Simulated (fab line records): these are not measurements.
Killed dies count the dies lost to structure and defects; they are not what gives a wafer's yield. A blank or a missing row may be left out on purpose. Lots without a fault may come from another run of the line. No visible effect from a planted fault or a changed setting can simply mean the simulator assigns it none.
Problem report in the 8D (eight disciplines) form, filled by code :: flow n5Finfet :: the parts of the form that need people (team, actions taken, sign-off) are left out

1. WHAT IS WRONG
Wafers without a fault read 13, standard deviation 5; killed_at_M4_up at N5_PASSIVATION_PROBE_49 reads a mean of 110 on 9 wafers belonging to 3 lots. That is +19 standard deviations from the usual mean.
Earliest sighting: wafer L642.3 on prober-01 at day 14 02:08. At this step, 9 wafers from 3 lots have a number in the record. Rule for "out", or "out of limits": more than 4 standard deviations from the usual mean. The rest of the wafers with a number are treated as sound.

2. WHAT THIS IS AND IS NOT
question: which readings at this step
is: killed_at_M4_up
is not: killed_at_M0_to_M3, killedAtContacts, killedAtFrontEnd, killedAtOther, killedShort

question: which lots
is: L642, L643, L644
is not: -

question: which wafers of those lots
is: all that have a number
is not: -

question: read on which tools
is: prober-01
is not: -

question: when
is: from day 14 02:08
is not: up to then (0 sound wafers)

3. THE SUSPECTS, EACH WITH WHAT RULES IT OUT
Counting: any tool at a process step up to the reading is kept as a suspect provided that every lot that is out went through it and no sound lot did after the first of them.
- pvdSputter-01 at N5_BEOL_M13_SPUTTER_44 (material Ta, target thk 10 nm, time 16.13 s): kept. It ran every lot that is out, first L642 (day 12 20:14), and no sound lot after that.
- prober-01 at N5_PASSIVATION_PROBE_49: kept. It ran every lot that is out, first L642 (day 14 02:08), and no sound lot after that. Its own readings are out on those wafers: killed_at_M4_up.
Remaining after the count are pvdSputter-01 at N5_BEOL_M13_SPUTTER_44 and prober-01 at N5_PASSIVATION_PROBE_49.

4. THE CAUSE (what the simulator had put in)
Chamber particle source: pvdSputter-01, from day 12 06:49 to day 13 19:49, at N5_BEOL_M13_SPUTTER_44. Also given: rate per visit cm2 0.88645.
This tool is one of the 2 suspects left after counting.

5. THE EFFECT CHAIN, in route order
Rows list readings where the struck wafers' mean (over those with a number) sits beyond 3 standard deviations from the usual. Scope: only readings with a usual standard deviation given in the record; hours: median across lots of the time from each lot's start at the first step in this table that gives one to its start at this step; sigmas: change in usual standard deviations.
hours: 0
step: N5_PASSIVATION_PROBE_49
reading: defectLimitedYield
usual: 91.5 %
on struck wafers: 84.3
change: -7.2
sigmas: -5.2

hours: 0
step: N5_PASSIVATION_PROBE_49
reading: killed_at_M4_up
usual: 13
on struck wafers: 110
change: +97
sigmas: +19

hours: 0
step: N5_PASSIVATION_PROBE_49
reading: killedDies
usual: 100
on struck wafers: 185
change: +85
sigmas: +5.3

hours: 0
step: N5_PASSIVATION_PROBE_49
reading: sort_bin_5_function
usual: 5.0 %
on struck wafers: 9.6
change: +4.6
sigmas: +4.7

hours: 0
step: N5_PASSIVATION_PROBE_49
reading: sortNPass
usual: 1080
on struck wafers: 995
change: -85
sigmas: -5.3

hours: 0
step: N5_PASSIVATION_PROBE_49
reading: sortYieldPct
usual: 91.5 %
on struck wafers: 84.3
change: -7.2
sigmas: -5.2
The process steps in it:
- N5_PASSIVATION_PROBE_49

6. WHAT WOULD HAVE CAUGHT IT SOONER
43 hours passed between the start of the fault at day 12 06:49 and the first reading out of limits in this record, taken at day 14 02:08.
Of the tool readings at N5_BEOL_M13_SPUTTER_44 for which the record gives a usual standard deviation, none was out on any struck wafer, so an alarm limit of 4 standard deviations on them would not have fired.
The start of N5_BEOL_M13_SPUTTER_44 on pvdSputter-01 came by day 14 02:08 for every one of the lots that are out (3). Had the tool been put on hold then, not one of them would have been saved.
